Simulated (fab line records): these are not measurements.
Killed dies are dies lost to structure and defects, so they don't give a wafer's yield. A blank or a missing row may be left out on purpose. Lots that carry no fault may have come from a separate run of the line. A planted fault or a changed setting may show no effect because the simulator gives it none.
Comparing a struck lot with a sound one || flow n5-finfet || 27 out of 1938 route steps
Sound: the wafers L710.2, L710.3, L710.4. Wafers struck: L713.3, L713.4, L713.6. The cause is given at the end.
Each step with rows lists, per side, the tool, then ch with its chambers, then its first start. Under that, the readings that differ: sound wafers || struck wafers || difference of the means || sigmas: that difference in standard deviations of wafers without a fault.
alike: readings with means less than 2 such deviations apart, plus words and numbers identical on both sides. not compared: withheld readings, readings lacking a value on some wafer, bounds such as >300 that could conceal the same value, and numbers that have no deviation in the record and whose values overlap.
The two part at a step that has a row with sigmas, a row that says differs or no value, or rows on one side only. Numbers that have no deviation but don't overlap get no sigmas and don't part them. Lack of a reading on every wafer of one side parts them only where that side has two or more wafers.

first, 3 steps without rows for these wafers: N5_BEOL_M0_WET_ETCH_106 (etches SiO2 in DHF, target depth 130 nm, rinse time 30 s); N5_BEOL_M0_ETCH_128 (etches SiCN in CF4/N2, target depth 12 nm, overetch 5.1 nm, time 21.4 s); N5_BEOL_M0_TRENCH_ETCH_107 (etches SiOC in C4F6/O2, target depth 32.8 nm, time 16.4 s).
N5_BEOL_M0_STRIP_142: strips in N2/H2, time 10 s.
  sound on rie-diel-04 ch 1,2,3, day 6 20:12; struck on rie-diel-04 ch 1,2,3, day 7 14:09
  alike: chamber-pressure-mTorr, drypump-motor-current-A, n2-flow-sccm, oes-product-au, rf-vpp-V, showerhead-plenum-p-Torr, temp-c, throttle-valve-pct
  not compared: rf-hours-counter-h
N5_BEOL_M0_OCD_MEAS_108:
  struck on ocd-02, day 7 14:14; sound on ocd-02, day 6 20:17
  alike: trench-depth-nm
then, 2 steps without rows for these wafers: N5_BEOL_M0_HM_STRIP_129 (strips TiN in peroxide tin strip, target depth 17 nm, time 108 s); N5_BEOL_M0_SRD_130 (time 30 s).
N5_BEOL_M0_ETCH_109: etches SiCN in CH3F/O2, target depth 8 nm, overetch 2.4 nm, time 27.4 s.
  sound on rie-diel-04 ch 0,2,3, day 6 20:23; struck on rie-diel-06 ch 1,2,3, day 7 14:35
  alike: chamber-pressure-mTorr, drypump-motor-current-A, oes-product-au, rf-vpp-V, showerhead-plenum-p-Torr, throttle-valve-pct
  not compared: rf-hours-counter-h
then, 3 steps without rows for these wafers: N5_BEOL_M0_STRIP_139 (strips in post etch residue remover, time 60 s); N5_BEOL_M0_SRD_111 (time 30 s); N5_BEOL_M0_DEGAS_112 (time 60 s).
N5_BEOL_M0_PRE_CLEAN_113: time 30 s.
  struck on pvd-sputter-02, day 7 15:26; sound on pvd-sputter-02, day 6 20:36
  alike: heater-power-w
N5_BEOL_M0_ALD_136: deposits TaN, pulse time 2 s, purge time 3 s, co reactant purge time 2 s.
  sound on ald-metal-03 ch 0,2,3, day 6 20:40; struck on ald-metal-03 ch 0,2, day 7 15:34
  no value came back on the struck wafers for ald-cycles, chamber-pressure-Torr (Torr), co-reactant-pulse-time-s (s), heater-power-w (W); on the sound wafers ald-cycles reads 30 30 30
N5_BEOL_M0_SURFACE_TREAT_137:
  struck on pvd-sputter-03, day 7 15:49; sound on pvd-sputter-03, day 6 20:59
  not compared: throttle-valve-pct
then, 3 steps without rows for these wafers: N5_BEOL_M0_CVD_115 (deposits Co from CCTBA/H2, time 120 s); N5_BEOL_M0_SPUTTER_116 (material Cu, target thk 4 nm, time 7.37 s); N5_BEOL_M0_ANNEAL_117 (time 60 s).
N5_BEOL_M0_SPUTTER_132: material Cu, target thk 4 nm, time 7.37 s.
  struck on pvd-sputter-03, day 7 16:25; sound on pvd-sputter-01, day 6 22:43
  alike: throttle-valve-pct
then, 6 steps without rows for these wafers: N5_BEOL_M0_ANNEAL_133 (time 60 s); N5_BEOL_M0_SPUTTER_134 (material Cu, target thk 4 nm, time 7.37 s); N5_BEOL_M0_ANNEAL_135 (time 60 s); N5_BEOL_M0_SPUTTER_141 (material Cu, target thk 4 nm, time 7.37 s); N5_BEOL_M0_ECD_118 (material Cu, target thk 300 nm); N5_BEOL_M0_ANNEAL_119 (time 90 s).
N5_BEOL_M0_CMP_120: polishes, stops on SiOC, t overpolish 6.9 s.
  sound on cmp-02 ch 0,2,3, day 7 00:41; struck on cmp-04 ch 0,1,2, day 7 17:44
{"reading": "barrier-field-endpoint-s (s)", "sound": "3.76 3.76 3.43", "struck": "1.74 1.75 1.84", "difference": -1.87, "sigmas": -11}
  alike: motor-current-A
N5_BEOL_M4_RC_MEAS_101:
  the record has rows for the sound wafers here (prober-01 ch 0, day 9 00:53) and none for the struck ones
N5_PASSIVATION_PROBE_49:
  the record holds rows for the sound wafers here (prober-01, day 13 03:56) but none for the struck ones

== WHERE THEY PART ==
At N5_BEOL_M0_ALD_136 first; at N5_PASSIVATION_PROBE_49 last (within this record only).

WHY: whatever the simulator had introduced
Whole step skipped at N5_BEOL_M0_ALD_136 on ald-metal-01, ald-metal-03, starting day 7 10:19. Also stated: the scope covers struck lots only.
